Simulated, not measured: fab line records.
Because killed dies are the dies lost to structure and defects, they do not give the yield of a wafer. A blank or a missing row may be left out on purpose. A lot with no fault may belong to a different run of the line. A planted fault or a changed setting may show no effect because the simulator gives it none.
Which of the tools did it? / flow n5 finfet / Sampling: 24 lots, 72 wafers, 5 of 1938 route steps

== WHAT THE GAUGES SHOWED, per wafer ==
N5_MOL_CONTACT_COAG_THK_MEAS_29. Usual: MD_CAP_THK 17.89 nm, standard deviation 0.089.
lot=L074; measured=day 5 01:09; on=film metro-02; MD_CAP_THK (nm)=17.87 17.94 17.87; flag=
lot=L075; measured=day 5 08:10; on=film metro-02; MD_CAP_THK (nm)=17.87 17.95 17.90; flag=
lot=L076; measured=day 5 13:13; on=film metro-01; MD_CAP_THK (nm)=17.77 17.99 17.93; flag=
lot=L077; measured=day 5 19:04; on=film metro-01; MD_CAP_THK (nm)=17.82 17.90 17.78; flag=
lot=L078; measured=day 6 03:10; on=film metro-02; MD_CAP_THK (nm)=17.93 17.88 17.99; flag=
lot=L079; measured=day 6 08:05; on=film metro-01; MD_CAP_THK (nm)=17.98 17.83 18.01; flag=
lot=L080; measured=day 6 17:04; on=film metro-01; MD_CAP_THK (nm)=17.96 17.92 17.98; flag=
lot=L081; measured=day 6 21:10; on=film metro-02; MD_CAP_THK (nm)=18.00 17.81 17.91; flag=
lot=L082; measured=day 7 01:00; on=film metro-01; MD_CAP_THK (nm)=17.82 18.07 17.75; flag=
lot=L083; measured=day 7 07:55; on=film metro-01; MD_CAP_THK (nm)=17.97 17.92 17.89; flag=
lot=L084; measured=day 7 11:19; on=film metro-02; MD_CAP_THK (nm)=17.89 18.00 17.83; flag=
lot=L085; measured=day 8 00:05; on=film metro-02; MD_CAP_THK (nm)=17.70 18.03 17.84; flag=
lot=L086; measured=day 8 00:54; on=film metro-01; MD_CAP_THK (nm)=17.88 17.85 17.99; flag=
lot=L087; measured=day 8 10:51; on=film metro-01; MD_CAP_THK (nm)=18.08 17.97 17.79; flag=
lot=L088; measured=day 8 15:08; on=film metro-01; MD_CAP_THK (nm)=17.70 17.90 17.76; flag=
lot=L089; measured=day 8 16:11; on=film metro-02; MD_CAP_THK (nm)=17.75 17.84 17.76; flag=
lot=L090; measured=day 9 03:50; on=film metro-02; MD_CAP_THK (nm)=17.71 17.80 17.80; flag=
lot=L091; measured=day 9 08:25; on=film metro-01; MD_CAP_THK (nm)=17.95 17.89 17.93; flag=
lot=L092; measured=day 9 12:55; on=film metro-01; MD_CAP_THK (nm)=17.72 17.83 17.74; flag=
lot=L093; measured=day 9 15:22; on=film metro-01; MD_CAP_THK (nm)=17.84 18.02 18.04; flag=
lot=L094; measured=day 10 06:08; on=film metro-02; MD_CAP_THK (nm)=17.94 17.92 17.91; flag=
lot=L095; measured=day 10 11:11; on=film metro-01; MD_CAP_THK (nm)=17.83 17.99 17.99; flag=
lot=L096; measured=day 10 15:14; on=film metro-02; MD_CAP_THK (nm)=17.92 17.81 17.83; flag=
lot=L097; measured=day 10 22:12; on=film metro-02; MD_CAP_THK (nm)=17.94 17.95 17.92; flag=

N5_MOL_CONTACT_COAG_CD_MEAS_101: the cd target is 16 nm. Usual: 16.1 nm for cd nm, sd 0.36.
lot=L074; measured=day 5 06:02; on=cd sem-03; cd nm (nm)=16.3 16.0 16.7; flag=
lot=L075; measured=day 5 12:44; on=cd sem-03; cd nm (nm)=15.7 16.1 15.7; flag=
lot=L076; measured=day 5 16:53; on=cd sem-01; cd nm (nm)=16.1 16.6 16.6; flag=
lot=L077; measured=day 5 22:32; on=cd sem-03; cd nm (nm)=16.5 16.7 16.5; flag=
lot=L078; measured=day 6 09:29; on=cd sem-03; cd nm (nm)=16.2 16.0 15.6; flag=
lot=L079; measured=day 6 12:18; on=cd sem-01; cd nm (nm)=15.6 15.7 16.0; flag=
lot=L080; measured=day 6 21:32; on=cd sem-03; cd nm (nm)=16.0 15.7 16.3; flag=
lot=L081; measured=day 7 01:28; on=cd sem-03; cd nm (nm)=15.8 15.9 16.5; flag=
lot=L082; measured=day 7 04:11; on=cd sem-03; cd nm (nm)=16.4 16.6 16.5; flag=
lot=L083; measured=day 7 11:49; on=cd sem-02; cd nm (nm)=16.2 15.2 15.9; flag=
lot=L084; measured=day 7 15:43; on=cd sem-03; cd nm (nm)=16.1 15.9 15.6; flag=
lot=L085; measured=day 8 04:04; on=cd sem-02; cd nm (nm)=16.5 16.3 16.2; flag=
lot=L086; measured=day 8 05:05; on=cd sem-03; cd nm (nm)=15.5 16.3 15.4; flag=
lot=L087; measured=day 8 14:46; on=cd sem-03; cd nm (nm)=16.0 16.7 16.1; flag=
lot=L088; measured=day 8 20:04; on=cd sem-03; cd nm (nm)=16.0 16.3 16.1; flag=
lot=L089; measured=day 8 21:25; on=cd sem-03; cd nm (nm)=16.4 15.7 15.9; flag=
lot=L090; measured=day 9 07:18; on=cd sem-02; cd nm (nm)=17.0 16.9 16.1; flag=
lot=L091; measured=day 9 11:59; on=cd sem-01; cd nm (nm)=15.8 15.6 15.6; flag=
lot=L092; measured=day 9 16:22; on=cd sem-03; cd nm (nm)=16.3 15.8 15.8; flag=
lot=L093; measured=day 9 18:53; on=cd sem-01; cd nm (nm)=16.7 15.9 16.2; flag=
lot=L094; measured=day 10 09:43; on=cd sem-01; cd nm (nm)=15.6 15.6 15.6; flag=
lot=L095; measured=day 10 15:19; on=cd sem-03; cd nm (nm)=15.6 15.8 15.9; flag=
lot=L096; measured=day 10 18:25; on=cd sem-03; cd nm (nm)=16.4 15.9 15.9; flag=
lot=L097; measured=day 11 02:35; on=cd sem-03; cd nm (nm)=15.8 15.5 16.4; flag=

== EACH LOT AND THE TOOL THAT RAN IT (in order: tool; ch and the chambers of the sampled wafers; start) ==
lot=L074; N5_MOL_CONTACT_COAG_CMP_23=cmp-04 ch 0,3, day 4 20:49; N5_MOL_CONTACT_COAG_DESCUM_88=rie diel-04 ch 0,1,2, day 5 02:16; N5_MOL_CONTACT_COAG_ALD_133=ald sin-04 ch 1,2,3, day 5 05:26
lot=L075; N5_MOL_CONTACT_COAG_CMP_23=cmp-03 ch 0,2,3, day 5 05:28; N5_MOL_CONTACT_COAG_DESCUM_88=rie diel-04 ch 0,1,2, day 5 10:11; N5_MOL_CONTACT_COAG_ALD_133=ald sin-03 ch 0,1,3, day 5 12:03
lot=L076; N5_MOL_CONTACT_COAG_CMP_23=cmp-04 ch 1,2, day 5 09:55; N5_MOL_CONTACT_COAG_DESCUM_88=rie diel-04 ch 0,1,3, day 5 14:20; N5_MOL_CONTACT_COAG_ALD_133=ald sin-01 ch 1,2, day 5 16:02
lot=L077; N5_MOL_CONTACT_COAG_CMP_23=cmp-04 ch 0,3, day 5 16:23; N5_MOL_CONTACT_COAG_DESCUM_88=rie diel-03 ch 1,2, day 5 20:17; N5_MOL_CONTACT_COAG_ALD_133=ald sin-04 ch 0,3, day 5 21:49
lot=L078; N5_MOL_CONTACT_COAG_CMP_23=cmp-03 ch 0,2, day 6 00:30; N5_MOL_CONTACT_COAG_DESCUM_88=rie diel-03 ch 0,2, day 6 06:55; N5_MOL_CONTACT_COAG_ALD_133=ald sin-03 ch 0,1,3, day 6 08:47
lot=L079; N5_MOL_CONTACT_COAG_CMP_23=cmp-03 ch 0,1,2, day 6 05:23; N5_MOL_CONTACT_COAG_DESCUM_88=rie diel-03 ch 1,2,3, day 6 09:48; N5_MOL_CONTACT_COAG_ALD_133=ald sin-04 ch 0,1,2, day 6 11:37
lot=L080; N5_MOL_CONTACT_COAG_CMP_23=cmp-04 ch 0,3, day 6 14:23; N5_MOL_CONTACT_COAG_DESCUM_88=rie diel-04 ch 0,2, day 6 18:26; N5_MOL_CONTACT_COAG_ALD_133=ald sin-03 ch 0,2,3, day 6 20:50
lot=L081; N5_MOL_CONTACT_COAG_CMP_23=cmp-04 ch 1,2,3, day 6 18:14; N5_MOL_CONTACT_COAG_DESCUM_88=rie diel-03 ch 1,2, day 6 22:23; N5_MOL_CONTACT_COAG_ALD_133=ald sin-04 ch 0,3, day 7 00:46
lot=L082; N5_MOL_CONTACT_COAG_CMP_23=cmp-03 ch 0,1,2, day 6 22:19; N5_MOL_CONTACT_COAG_DESCUM_88=rie diel-04 ch 1,2,3, day 7 02:02; N5_MOL_CONTACT_COAG_ALD_133=ald sin-01 ch 1,2,3, day 7 03:29
lot=L083; N5_MOL_CONTACT_COAG_CMP_23=cmp-04 ch 0,1,3, day 7 05:04; N5_MOL_CONTACT_COAG_DESCUM_88=rie diel-04 ch 0,3, day 7 09:10; N5_MOL_CONTACT_COAG_ALD_133=ald sin-03 ch 0,1,2, day 7 10:59
lot=L084; N5_MOL_CONTACT_COAG_CMP_23=cmp-03 ch 0,1,2, day 7 08:35; N5_MOL_CONTACT_COAG_DESCUM_88=rie diel-03 ch 0,3, day 7 12:20; N5_MOL_CONTACT_COAG_ALD_133=ald sin-03 ch 1,2,3, day 7 15:01
lot=L085; N5_MOL_CONTACT_COAG_CMP_23=cmp-02 ch 1,2,3, day 7 21:24; N5_MOL_CONTACT_COAG_DESCUM_88=rie diel-03 ch 0,1,2, day 8 01:33; N5_MOL_CONTACT_COAG_ALD_133=ald sin-01 ch 0,2,3, day 8 03:19
lot=L086; N5_MOL_CONTACT_COAG_CMP_23=cmp-02 ch 0,1, day 7 22:12; N5_MOL_CONTACT_COAG_DESCUM_88=rie diel-03 ch 0,1, day 8 02:20; N5_MOL_CONTACT_COAG_ALD_133=ald sin-04 ch 2,3, day 8 04:23
lot=L087; N5_MOL_CONTACT_COAG_CMP_23=cmp-03 ch 0,3, day 8 08:10; N5_MOL_CONTACT_COAG_DESCUM_88=rie diel-05 ch 0,3, day 8 11:59; N5_MOL_CONTACT_COAG_ALD_133=ald sin-03 ch 1,2,3, day 8 14:05
lot=L088; N5_MOL_CONTACT_COAG_CMP_23=cmp-03 ch 0,2,3, day 8 12:29; N5_MOL_CONTACT_COAG_DESCUM_88=rie diel-03 ch 1,2,3, day 8 17:38; N5_MOL_CONTACT_COAG_ALD_133=ald sin-01 ch 0,3, day 8 19:22
lot=L089; N5_MOL_CONTACT_COAG_CMP_23=cmp-03 ch 1,2, day 8 12:50; N5_MOL_CONTACT_COAG_DESCUM_88=rie diel-05 ch 0,1,2, day 8 18:11; N5_MOL_CONTACT_COAG_ALD_133=ald sin-03 ch 0,1, day 8 20:43
lot=L090; N5_MOL_CONTACT_COAG_CMP_23=cmp-03 ch 0,3, day 9 01:04; N5_MOL_CONTACT_COAG_DESCUM_88=rie diel-05 ch 0,1,3, day 9 04:50; N5_MOL_CONTACT_COAG_ALD_133=ald sin-01 ch 1,2, day 9 06:37
lot=L091; N5_MOL_CONTACT_COAG_CMP_23=cmp-04 ch 0,2,3, day 9 05:46; N5_MOL_CONTACT_COAG_DESCUM_88=rie diel-03 ch 1,2, day 9 09:50; N5_MOL_CONTACT_COAG_ALD_133=ald sin-01 ch 1,3, day 9 11:15
lot=L092; N5_MOL_CONTACT_COAG_CMP_23=cmp-04 ch 0,2, day 9 10:08; N5_MOL_CONTACT_COAG_DESCUM_88=rie diel-03 ch 1,2, day 9 13:57; N5_MOL_CONTACT_COAG_ALD_133=ald sin-04 ch 1,2, day 9 15:32
lot=L093; N5_MOL_CONTACT_COAG_CMP_23=cmp-03 ch 0,2,3, day 9 12:10; N5_MOL_CONTACT_COAG_DESCUM_88=rie diel-05 ch 1,2, day 9 16:25; N5_MOL_CONTACT_COAG_ALD_133=ald sin-04 ch 0,1, day 9 18:08
lot=L094; N5_MOL_CONTACT_COAG_CMP_23=cmp-04 ch 1,2, day 10 03:29; N5_MOL_CONTACT_COAG_DESCUM_88=rie diel-05 ch 1,2, day 10 07:37; N5_MOL_CONTACT_COAG_ALD_133=ald sin-01 ch 0,1,3, day 10 09:02
lot=L095; N5_MOL_CONTACT_COAG_CMP_23=cmp-02 ch 1,3, day 10 08:33; N5_MOL_CONTACT_COAG_DESCUM_88=rie diel-05 ch 1,2, day 10 12:13; N5_MOL_CONTACT_COAG_ALD_133=ald sin-04 ch 1,2, day 10 14:14
lot=L096; N5_MOL_CONTACT_COAG_CMP_23=cmp-02 ch 0,1,3, day 10 12:33; N5_MOL_CONTACT_COAG_DESCUM_88=rie diel-04 ch 0,1,3, day 10 16:14; N5_MOL_CONTACT_COAG_ALD_133=ald sin-01 ch 0,1,2, day 10 17:44
lot=L097; N5_MOL_CONTACT_COAG_CMP_23=cmp-03 ch 0,2, day 10 19:33; N5_MOL_CONTACT_COAG_DESCUM_88=rie diel-04 ch 0,1,2, day 11 00:08; N5_MOL_CONTACT_COAG_ALD_133=ald sin-04 ch 1,2,3, day 11 01:46
- N5_MOL_CONTACT_COAG_CMP_23: polishes, stops on SiO2, t overpolish 1.5 s, target thk 0 nm.
- N5_MOL_CONTACT_COAG_DESCUM_88: chemistry O2, time 7 s.
- N5_MOL_CONTACT_COAG_ALD_133: deposits SiO2, target thk 5 nm, pulse time 1 s, co reactant pulse time 1 s.

== WHAT THE TOOLS THEMSELVES READ (means of the sampled wafers that have a number; where no wafer has one, the mark that the record gives instead) ==
N5_MOL_CONTACT_COAG_CMP_23. Usual: motor current A 7.7 A, standard deviation 0.77; overpolish run s 1.501 s, standard deviation 0.0096; time to endpoint s 9.9 s, standard deviation 2.7.
lot=L074; tool=cmp-04; motor current A (A)=7.3; overpolish run s (s)=1.489; time to endpoint s (s)=9.9; flag=
lot=L075; tool=cmp-03; motor current A (A)=7.7; overpolish run s (s)=1.506; time to endpoint s (s)=11.4; flag=
lot=L076; tool=cmp-04; motor current A (A)=6.6; overpolish run s (s)=1.507; time to endpoint s (s)=8.3; flag=
lot=L077; tool=cmp-04; motor current A (A)=7.5; overpolish run s (s)=1.502; time to endpoint s (s)=9.9; flag=
lot=L078; tool=cmp-03; motor current A (A)=7.9; overpolish run s (s)=1.497; time to endpoint s (s)=10.5; flag=
lot=L079; tool=cmp-03; motor current A (A)=8.1; overpolish run s (s)=1.498; time to endpoint s (s)=11.6; flag=
lot=L080; tool=cmp-04; motor current A (A)=8.1; overpolish run s (s)=1.511; time to endpoint s (s)=12.4; flag=
lot=L081; tool=cmp-04; motor current A (A)=7.3; overpolish run s (s)=1.502; time to endpoint s (s)=8.5; flag=
lot=L082; tool=cmp-03; motor current A (A)=8.3; overpolish run s (s)=1.499; time to endpoint s (s)=10.7; flag=
lot=L083; tool=cmp-04; motor current A (A)=7.6; overpolish run s (s)=1.503; time to endpoint s (s)=10.4; flag=
lot=L084; tool=cmp-03; motor current A (A)=8.1; overpolish run s (s)=1.509; time to endpoint s (s)=9.8; flag=
lot=L085; tool=cmp-02; motor current A (A)=7.6; overpolish run s (s)=1.497; time to endpoint s (s)=6.9; flag=
lot=L086; tool=cmp-02; motor current A (A)=7.5; overpolish run s (s)=1.491; time to endpoint s (s)=10.7; flag=
lot=L087; tool=cmp-03; motor current A (A)=7.7; overpolish run s (s)=1.501; time to endpoint s (s)=12.1; flag=
lot=L088; tool=cmp-03; motor current A (A)=8.0; overpolish run s (s)=1.493; time to endpoint s (s)=9.5; flag=
lot=L089; tool=cmp-03; motor current A (A)=8.2; overpolish run s (s)=1.493; time to endpoint s (s)=9.0; flag=
lot=L090; tool=cmp-03; motor current A (A)=7.8; overpolish run s (s)=1.498; time to endpoint s (s)=11.2; flag=
lot=L091; tool=cmp-04; motor current A (A)=7.2; overpolish run s (s)=1.503; time to endpoint s (s)=7.5; flag=
lot=L092; tool=cmp-04; motor current A (A)=6.7; overpolish run s (s)=1.510; time to endpoint s (s)=7.2; flag=
lot=L093; tool=cmp-03; motor current A (A)=8.0; overpolish run s (s)=1.504; time to endpoint s (s)=10.9; flag=
lot=L094; tool=cmp-04; motor current A (A)=6.8; overpolish run s (s)=1.500; time to endpoint s (s)=8.1; flag=
lot=L095; tool=cmp-02; motor current A (A)=8.0; overpolish run s (s)=1.504; time to endpoint s (s)=8.4; flag=
lot=L096; tool=cmp-02; motor current A (A)=8.0; overpolish run s (s)=1.493; time to endpoint s (s)=8.0; flag=
lot=L097; tool=cmp-03; motor current A (A)=7.8; overpolish run s (s)=1.503; time to endpoint s (s)=11.9; flag=

N5_MOL_CONTACT_COAG_DESCUM_88. Usual: drypump motor current A 5.8 A, standard deviation 0.36; oes product au 0.79 a.u., standard deviation 0.098; rf vpp V 243.3 V, standard deviation 1.4; showerhead plenum p Torr 2.10 Torr, standard deviation 0.079; throttle valve pct 20.36 %, standard deviation 0.27.
lot=L074; tool=rie diel-04; drypump motor current A (A)=6.0; oes product au (a.u.)=0.79; rf vpp V (V)=243.3; showerhead plenum p Torr (Torr)=2.10; throttle valve pct (%)=20.53; flag=
lot=L075; tool=rie diel-04; drypump motor current A (A)=6.0; oes product au (a.u.)=0.79; rf vpp V (V)=242.9; showerhead plenum p Torr (Torr)=2.10; throttle valve pct (%)=20.54; flag=
lot=L076; tool=rie diel-04; drypump motor current A (A)=6.1; oes product au (a.u.)=0.78; rf vpp V (V)=243.5; showerhead plenum p Torr (Torr)=2.15; throttle valve pct (%)=20.61; flag=
lot=L077; tool=rie diel-03; drypump motor current A (A)=5.8; oes product au (a.u.)=0.84; rf vpp V (V)=243.0; showerhead plenum p Torr (Torr)=2.08; throttle valve pct (%)=20.32; flag=
lot=L078; tool=rie diel-03; drypump motor current A (A)=5.8; oes product au (a.u.)=0.71; rf vpp V (V)=243.3; showerhead plenum p Torr (Torr)=2.11; throttle valve pct (%)=20.16; flag=
lot=L079; tool=rie diel-03; drypump motor current A (A)=5.7; oes product au (a.u.)=0.86; rf vpp V (V)=243.1; showerhead plenum p Torr (Torr)=2.06; throttle valve pct (%)=20.36; flag=
lot=L080; tool=rie diel-04; drypump motor current A (A)=5.8; oes product au (a.u.)=0.73; rf vpp V (V)=242.9; showerhead plenum p Torr (Torr)=2.06; throttle valve pct (%)=20.68; flag=
lot=L081; tool=rie diel-03; drypump motor current A (A)=5.9; oes product au (a.u.)=0.76; rf vpp V (V)=242.6; showerhead plenum p Torr (Torr)=2.03; throttle valve pct (%)=20.30; flag=
lot=L082; tool=rie diel-04; drypump motor current A (A)=5.8; oes product au (a.u.)=0.76; rf vpp V (V)=243.3; showerhead plenum p Torr (Torr)=2.10; throttle valve pct (%)=20.46; flag=
lot=L083; tool=rie diel-04; drypump motor current A (A)=6.2; oes product au (a.u.)=0.70; rf vpp V (V)=244.4; showerhead plenum p Torr (Torr)=2.15; throttle valve pct (%)=20.92; flag=
lot=L084; tool=rie diel-03; drypump motor current A (A)=5.7; oes product au (a.u.)=0.78; rf vpp V (V)=244.4; showerhead plenum p Torr (Torr)=2.14; throttle valve pct (%)=20.25; flag=
lot=L085; tool=rie diel-03; drypump motor current A (A)=5.8; oes product au (a.u.)=0.75; rf vpp V (V)=243.4; showerhead plenum p Torr (Torr)=2.09; throttle valve pct (%)=20.26; flag=
lot=L086; tool=rie diel-03; drypump motor current A (A)=5.8; oes product au (a.u.)=0.82; rf vpp V (V)=243.7; showerhead plenum p Torr (Torr)=2.14; throttle valve pct (%)=20.29; flag=
lot=L087; tool=rie diel-05; drypump motor current A (A)=6.0; oes product au (a.u.)=0.74; rf vpp V (V)=243.7; showerhead plenum p Torr (Torr)=2.12; throttle valve pct (%)=20.48; flag=
lot=L088; tool=rie diel-03; drypump motor current A (A)=5.7; oes product au (a.u.)=0.82; rf vpp V (V)=243.4; showerhead plenum p Torr (Torr)=2.05; throttle valve pct (%)=20.39; flag=
lot=L089; tool=rie diel-05; drypump motor current A (A)=5.8; oes product au (a.u.)=0.81; rf vpp V (V)=244.3; showerhead plenum p Torr (Torr)=2.12; throttle valve pct (%)=20.18; flag=
lot=L090; tool=rie diel-05; drypump motor current A (A)=6.0; oes product au (a.u.)=0.73; rf vpp V (V)=242.9; showerhead plenum p Torr (Torr)=2.08; throttle valve pct (%)=20.41; flag=
lot=L091; tool=rie diel-03; drypump motor current A (A)=5.8; oes product au (a.u.)=0.80; rf vpp V (V)=242.1; showerhead plenum p Torr (Torr)=2.07; throttle valve pct (%)=20.36; flag=
lot=L092; tool=rie diel-03; drypump motor current A (A)=5.9; oes product au (a.u.)=0.74; rf vpp V (V)=243.1; showerhead plenum p Torr (Torr)=2.02; throttle valve pct (%)=20.33; flag=
lot=L093; tool=rie diel-05; drypump motor current A (A)=5.4; oes product au (a.u.)=0.76; rf vpp V (V)=242.8; showerhead plenum p Torr (Torr)=2.04; throttle valve pct (%)=20.12; flag=
lot=L094; tool=rie diel-05; drypump motor current A (A)=5.4; oes product au (a.u.)=0.75; rf vpp V (V)=241.7; showerhead plenum p Torr (Torr)=2.04; throttle valve pct (%)=20.14; flag=
lot=L095; tool=rie diel-05; drypump motor current A (A)=5.4; oes product au (a.u.)=0.75; rf vpp V (V)=242.9; showerhead plenum p Torr (Torr)=2.04; throttle valve pct (%)=20.14; flag=
lot=L096; tool=rie diel-04; drypump motor current A (A)=6.1; oes product au (a.u.)=0.90; rf vpp V (V)=243.9; showerhead plenum p Torr (Torr)=2.13; throttle valve pct (%)=20.44; flag=
lot=L097; tool=rie diel-04; drypump motor current A (A)=6.0; oes product au (a.u.)=0.83; rf vpp V (V)=243.8; showerhead plenum p Torr (Torr)=2.08; throttle valve pct (%)=20.50; flag=

N5_MOL_CONTACT_COAG_ALD_133. Usual: heater power w 83 W, standard deviation 9.4; precursor pulse height rel 1.001, standard deviation 0.021.
lot=L074; tool=ald sin-04; heater power w (W)=90; precursor pulse height rel=1.000; flag=
lot=L075; tool=ald sin-03; heater power w (W)=78; precursor pulse height rel=1.014; flag=
lot=L076; tool=ald sin-01; heater power w (W)=84; precursor pulse height rel=1.020; flag=
lot=L077; tool=ald sin-04; heater power w (W)=86; precursor pulse height rel=0.997; flag=
lot=L078; tool=ald sin-03; heater power w (W)=79; precursor pulse height rel=0.991; flag=
lot=L079; tool=ald sin-04; heater power w (W)=83; precursor pulse height rel=0.996; flag=
lot=L080; tool=ald sin-03; heater power w (W)=77; precursor pulse height rel=0.986; flag=
lot=L081; tool=ald sin-04; heater power w (W)=87; precursor pulse height rel=0.995; flag=
lot=L082; tool=ald sin-01; heater power w (W)=80; precursor pulse height rel=1.033; flag=
lot=L083; tool=ald sin-03; heater power w (W)=81; precursor pulse height rel=1.000; flag=
lot=L084; tool=ald sin-03; heater power w (W)=85; precursor pulse height rel=1.004; flag=
lot=L085; tool=ald sin-01; heater power w (W)=83; precursor pulse height rel=0.994; flag=
lot=L086; tool=ald sin-04; heater power w (W)=93; precursor pulse height rel=0.994; flag=
lot=L087; tool=ald sin-03; heater power w (W)=87; precursor pulse height rel=0.985; flag=
lot=L088; tool=ald sin-01; heater power w (W)=81; precursor pulse height rel=0.997; flag=
lot=L089; tool=ald sin-03; heater power w (W)=77; precursor pulse height rel=1.005; flag=
lot=L090; tool=ald sin-01; heater power w (W)=85; precursor pulse height rel=0.998; flag=
lot=L091; tool=ald sin-01; heater power w (W)=74; precursor pulse height rel=0.977; flag=
lot=L092; tool=ald sin-04; heater power w (W)=87; precursor pulse height rel=1.017; flag=
lot=L093; tool=ald sin-04; heater power w (W)=83; precursor pulse height rel=0.999; flag=
lot=L094; tool=ald sin-01; heater power w (W)=77; precursor pulse height rel=0.985; flag=
lot=L095; tool=ald sin-04; heater power w (W)=88; precursor pulse height rel=0.983; flag=
lot=L096; tool=ald sin-01; heater power w (W)=84; precursor pulse height rel=0.994; flag=
lot=L097; tool=ald sin-04; heater power w (W)=93; precursor pulse height rel=1.013; flag=

== THE ANSWER, worked out from the rows above alone ==
Rule: a lot is off if the mean of its wafers that have a number lies more than 3 standard deviations from the usual mean. Also off: a lot with no number at a reading for which 4 or more lots have one. All remaining lots with rows at the step are treated as sound. First the gauges in route order, then the tools' own readings, where a lot's mean is used as printed above. At the first step where some lot is off, the reading lying furthest off is the one used; lots without a number count as furthest.
No lot is off on any of the readings shown, so nothing can be concluded from this.

== WHAT THE SIMULATOR PUT IN ==
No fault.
